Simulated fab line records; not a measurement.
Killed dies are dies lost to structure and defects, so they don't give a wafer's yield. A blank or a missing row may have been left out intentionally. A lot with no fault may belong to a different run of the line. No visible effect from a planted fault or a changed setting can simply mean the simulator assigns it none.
The tool behind it: which one?	flow nandHarc	Sampling: 24 lots, 72 wafers, 5 of 1302 route steps

WHAT THE GAUGES SHOWED, per wafer
NHARC_A_BLC_INSPECT_12.
lot	measured	on	rawDefectCount
L074	day 22 21:01	defectInspect-02	17 9 17
L075	day 23 07:56	defectInspect-01	152 183 155
L077	day 23 16:30	defectInspect-01	74 83 84
L076	day 23 21:55	defectInspect-02	124 108 100
L079	day 24 03:08	defectInspect-01	115 121 114
L078	day 24 06:03	defectInspect-01	66 65 82
L080	day 24 20:23	defectInspect-01	78 78 91
L082	day 25 22:17	defectInspect-02	28 31 38
L081	day 26 02:06	defectInspect-02	121 118 116
L083	day 26 07:59	defectInspect-01	41 32 41
L084	day 26 21:27	defectInspect-02	60 57 66
L087	day 27 02:16	defectInspect-02	134 127 107
L086	day 27 03:50	defectInspect-02	58 39 42
L085	day 27 07:26	defectInspect-02	79 79 90
L089	day 28 02:38	defectInspect-02	103 115 99
L088	day 28 17:28	defectInspect-01	53 72 71
L091	day 28 23:46	defectInspect-02	70 59 95
L090	day 29 16:02	defectInspect-02	133 127 143
L092	day 30 06:34	defectInspect-02	71 66 81
L093	day 30 04:50	defectInspect-01	115 126 104
L095	day 30 21:13	defectInspect-01	25 21 20
L094	day 30 23:53	defectInspect-01	130 132 116
L096	day 31 17:43	defectInspect-01	68 53 65
L097	day 31 18:56	defectInspect-02	124 137 110

NHARC_A_M0_CD_MEAS_09 targets a cd of 80 nm.
lot	measured	on	cdNm (nm)
L074	day 23 00:55	cdSem-03	79.1 78.0 79.8
L075	day 23 11:52	cdSem-03	81.5 80.0 80.7
L077	day 23 20:25	cdSem-01	79.8 79.8 79.9
L076	day 24 01:55	cdSem-01	79.6 80.0 80.8
L079	day 24 07:15	cdSem-02	79.7 79.6 79.7
L078	day 24 09:58	cdSem-03	80.7 79.9 80.3
L080	day 25 00:19	cdSem-01	80.2 78.6 78.8
L082	day 26 02:16	cdSem-02	79.6 80.4 79.7
L081	day 26 06:11	cdSem-02	81.3 79.5 80.6
L083	day 26 11:49	cdSem-02	79.8 79.8 78.1
L084	day 27 01:22	cdSem-02	81.0 80.6 80.6
L087	day 27 06:11	cdSem-02	78.6 79.0 79.7
L086	day 27 07:46	cdSem-01	80.4 79.5 80.8
L085	day 27 15:34	cdSem-02	81.2 80.3 80.3
L089	day 28 06:32	cdSem-02	80.6 80.7 81.1
L088	day 28 21:37	cdSem-01	79.3 80.1 80.6
L091	day 29 03:54	cdSem-01	80.9 80.9 80.1
L090	day 29 19:53	cdSem-03	79.1 80.3 80.0
L092	day 30 10:29	cdSem-03	79.1 80.1 80.0
L093	day 30 08:38	cdSem-01	79.7 79.5 78.9
L095	day 31 01:01	cdSem-02	81.2 81.5 81.1
L094	day 31 04:10	cdSem-01	80.1 79.9 80.9
L096	day 31 21:52	cdSem-01	77.9 79.2 79.0
L097	day 31 22:57	cdSem-03	78.8 78.8 78.6

EACH LOT AND THE TOOL THAT RAN IT (in order: tool; ch and the chambers of the sampled wafers; start)
lot	NHARC_A_CONTACT_ETCH_134	NHARC_A_CONTACT_ETCH_98	NHARC_A_CONTACT_CVD_19
L074	harCapEtch-03 ch 0,1, day 22 15:50	rieDiel-10 ch 0,1,3, day 22 21:01 or earlier	cvdW-02 ch 0,1, day 22 21:01 or earlier
L075	harCapEtch-03 ch 0,1, day 23 02:19	rieDiel-03 ch 0,3, day 23 07:56 or earlier	cvdW-01 ch 0,1, day 23 07:56 or earlier
L077	harCapEtch-01 ch 0,1, day 23 11:29	rieDiel-10 ch 0,3, day 23 16:30 or earlier	cvdW-02 ch 0,1, day 23 16:30 or earlier
L076	harCapEtch-03 ch 0,1, day 23 16:50	rieDiel-10 ch 0,3, day 23 21:55 or earlier	cvdW-02 ch 0,1, day 23 21:55 or earlier
L079	harCapEtch-03 ch 0,1, day 23 22:01	rieDiel-10 ch 0,2, day 24 03:08 or earlier	cvdW-02 ch 0,1, day 24 03:08 or earlier
L078	harCapEtch-01 ch 0,1, day 24 00:57	rieDiel-11 ch 0,3, day 24 06:03 or earlier	cvdW-02 ch 1, day 24 06:03 or earlier
L080	harCapEtch-03 ch 0,1, day 24 15:15	rieDiel-11 ch 0,1,3, day 24 20:23 or earlier	cvdW-02 ch 0,1, day 24 20:23 or earlier
L082	harCapEtch-01 ch 0,1, day 25 17:11	rieDiel-03 ch 0,1,2, day 25 19:08	cvdW-02 ch 0,1, day 25 22:17 or earlier
L081	harCapEtch-01 ch 0,1, day 25 21:03	rieDiel-03 ch 0,1,2, day 25 22:59	cvdW-01 ch 0,1, day 26 02:06 or earlier
L083	harCapEtch-02 ch 0,1, day 26 02:46	rieDiel-03 ch 0,2, day 26 04:46	cvdW-01 ch 0,1, day 26 07:59 or earlier
L084	harCapEtch-03 ch 0,1, day 26 15:40	rieDiel-10 ch 2,3, day 26 21:27 or earlier	cvdW-01 ch 0,1, day 26 21:27 or earlier
L087	harCapEtch-02 ch 0,1, day 26 21:13	rieDiel-11 ch 0,3, day 27 02:16 or earlier	cvdW-02 ch 0,1, day 27 02:16 or earlier
L086	harCapEtch-03 ch 0,1, day 26 22:46	rieDiel-10 ch 0,1, day 27 03:50 or earlier	cvdW-01 ch 0,1, day 27 03:50 or earlier
L085	harCapEtch-01 ch 0,1, day 27 01:53	rieDiel-10 ch 0,1,2, day 27 07:26 or earlier	cvdW-01 ch 0,1, day 27 07:26 or earlier
L089	harCapEtch-02 ch 1, day 27 21:23	rieDiel-10 ch 0,1,3, day 28 02:38 or earlier	cvdW-02 ch 0, day 28 02:38 or earlier
L088	harCapEtch-01 ch 1, day 28 12:18	rieDiel-10 ch 0,2, day 28 17:28 or earlier	cvdW-01 ch 0,1, day 28 17:28 or earlier
L091	harCapEtch-03 ch 0,1, day 28 18:27	rieDiel-10 ch 1,2, day 28 23:46 or earlier	cvdW-02 ch 0,1, day 28 23:46 or earlier
L090	harCapEtch-01 ch 0,1, day 29 09:55	rieDiel-10 ch 2,3, day 29 16:02 or earlier	cvdW-01 ch 0,1, day 29 16:02 or earlier
L092	harCapEtch-03 ch 0,1, day 29 22:40	rieDiel-11 ch 0,1,2, day 30 06:34 or earlier	cvdW-01 ch 0,1, day 30 06:34 or earlier
L093	harCapEtch-01 ch 0,1, day 29 23:40	rieDiel-10 ch 0,1,3, day 30 04:50 or earlier	cvdW-02 ch 0,1, day 30 04:50 or earlier
L095	harCapEtch-01 ch 0,1, day 30 15:56	rieDiel-11 ch 0,1,2, day 30 21:13 or earlier	cvdW-02 ch 0,1, day 30 21:13 or earlier
L094	harCapEtch-01 ch 0,1, day 30 18:57	rieDiel-03 ch 0,2,3, day 30 20:54	cvdW-01 ch 0,1, day 30 23:53 or earlier
L096	harCapEtch-02 ch 0,1, day 31 12:04	rieDiel-03 ch 2,3, day 31 17:43 or earlier	cvdW-02 ch 0,1, day 31 17:43 or earlier
L097	harCapEtch-01 ch 0,1, day 31 13:04	rieDiel-10 ch 0,1,2, day 31 18:56 or earlier	cvdW-02 ch 0,1, day 31 18:56 or earlier
- NHARC_A_CONTACT_ETCH_134: etches the open film in C4F8/O2/Ar, time 140 s, target depth 700 nm.
- NHARC_A_CONTACT_ETCH_98: etches the open film in C4F6/O2, target depth 20 nm, time 10 s.
- NHARC_A_CONTACT_CVD_19: deposits W, target thk 300 nm, time 802 s.

AS READ BY THE TOOLS THEMSELVES (means over the sampled wafers that have a number; for cases with no such wafer, the mark the record gives instead)
NHARC_A_CONTACT_ETCH_98.
lot	tool	c4f6FlowSccm (sccm)	drypumpMotorCurrentA (A)	oesProductAu (a.u.)	rfFwdPowerW (W)	rfVppV (V)	showerheadPlenumPTorr (Torr)	throttleValvePct (%)
L074	rieDiel-10	25.00	6.3	0.965	585.6	548	3.96	26.898
L075	rieDiel-03	25.02	6.4	0.990	589.5	544	3.77	26.903
L077	rieDiel-10	24.98	6.4	0.944	584.8	546	3.86	26.901
L076	rieDiel-10	25.00	6.3	0.947	583.3	548	4.00	26.905
L079	rieDiel-10	24.97	6.2	0.955	585.0	548	3.99	26.906
L078	rieDiel-11	24.93	6.3	0.951	585.3	550	4.09	26.909
L080	rieDiel-11	24.93	5.9	0.941	586.7	548	3.98	26.900
L082	rieDiel-03	25.02	6.4	0.945	586.7	546	3.86	26.910
L081	rieDiel-03	25.05	6.4	0.939	585.5	546	3.86	26.903
L083	rieDiel-03	24.95	6.5	0.942	585.0	546	3.87	26.900
L084	rieDiel-10	25.03	6.6	0.954	587.4	542	3.71	26.902
L087	rieDiel-11	25.02	6.3	0.957	583.8	550	4.08	26.898
L086	rieDiel-10	25.01	6.1	0.940	585.8	549	4.04	26.909
L085	rieDiel-10	24.99	6.2	0.950	584.9	547	3.94	26.901
L089	rieDiel-10	25.06	6.2	0.947	586.4	547	3.94	26.902
L088	rieDiel-10	25.02	6.4	0.959	586.1	544	3.84	26.905
L091	rieDiel-10	25.08	6.2	0.949	587.0	546	3.90	26.906
L090	rieDiel-10	25.00	6.6	0.933	586.7	542	3.71	26.897
L092	rieDiel-11	25.01	5.7	0.963	585.3	548	3.98	26.906
L093	rieDiel-10	24.99	6.2	0.958	586.6	547	3.94	26.904
L095	rieDiel-11	25.05	5.7	0.959	585.8	547	3.98	26.909
L094	rieDiel-03	25.04	6.4	0.945	587.2	546	3.88	26.913
L096	rieDiel-03	25.04	6.6	0.930	587.7	549	4.02	26.910
L097	rieDiel-10	25.07	6.2	0.955	586.6	547	3.93	26.905

NHARC_A_CONTACT_CVD_19.
lot	tool	heaterPowerW (W)	mfcH2Sccm (sccm)	mfcWf6Sccm (sccm)	throttleValvePct (%)
L074	cvdW-02	465	1603	39.94	7.89
L075	cvdW-01	505	1596	40.07	7.74
L077	cvdW-02	459	1602	39.97	7.95
L076	cvdW-02	488	1602	40.08	7.99
L079	cvdW-02	485	1601	40.19	7.95
L078	cvdW-02	438	1601	40.10	8.21
L080	cvdW-02	493	1598	39.99	7.80
L082	cvdW-02	472	1603	39.95	7.94
L081	cvdW-01	504	1593	40.02	7.51
L083	cvdW-01	510	1598	39.93	7.70
L084	cvdW-01	507	1599	39.95	7.61
L087	cvdW-02	503	1594	39.97	7.79
L086	cvdW-01	510	1600	39.93	7.63
L085	cvdW-01	509	1605	39.99	7.71
L089	cvdW-02	535	1603	40.07	8.14
L088	cvdW-01	507	1596	40.00	7.80
L091	cvdW-02	490	1596	40.01	8.21
L090	cvdW-01	510	1603	40.06	7.69
L092	cvdW-01	503	1598	39.99	7.71
L093	cvdW-02	510	1598	40.02	8.07
L095	cvdW-02	483	1602	40.00	8.10
L094	cvdW-01	515	1595	40.02	7.91
L096	cvdW-02	506	1601	40.12	8.10
L097	cvdW-02	509	1598	40.00	8.08

THE ANSWER, worked out from the rows above alone
Rule: usual is defined by the lots themselves. The widest of any qualifying gaps counts: lots, ordered by their means at a reading, are off when they make up no more than a third of the lots, leave a main group of 4 or more, and stand apart from it by 3 or more times the standard deviation of that group's means. The tables above print the reading to a certain number of digits; a main group whose means all agree to those digits is not used. Also off: a lot with no number at a reading for which 4 or more lots have one. Any other lot the step has rows for is counted as sound. After the gauges, taken in route order, come the tools' own readings; for these a lot's mean is taken, as printed above. At the first step where some lot is off, the reading lying furthest off is the one used; lots without a number count as furthest.
Across all readings shown, no lot is off: no conclusion can be drawn from this.

WHAT WAS PUT IN BY THE SIMULATOR
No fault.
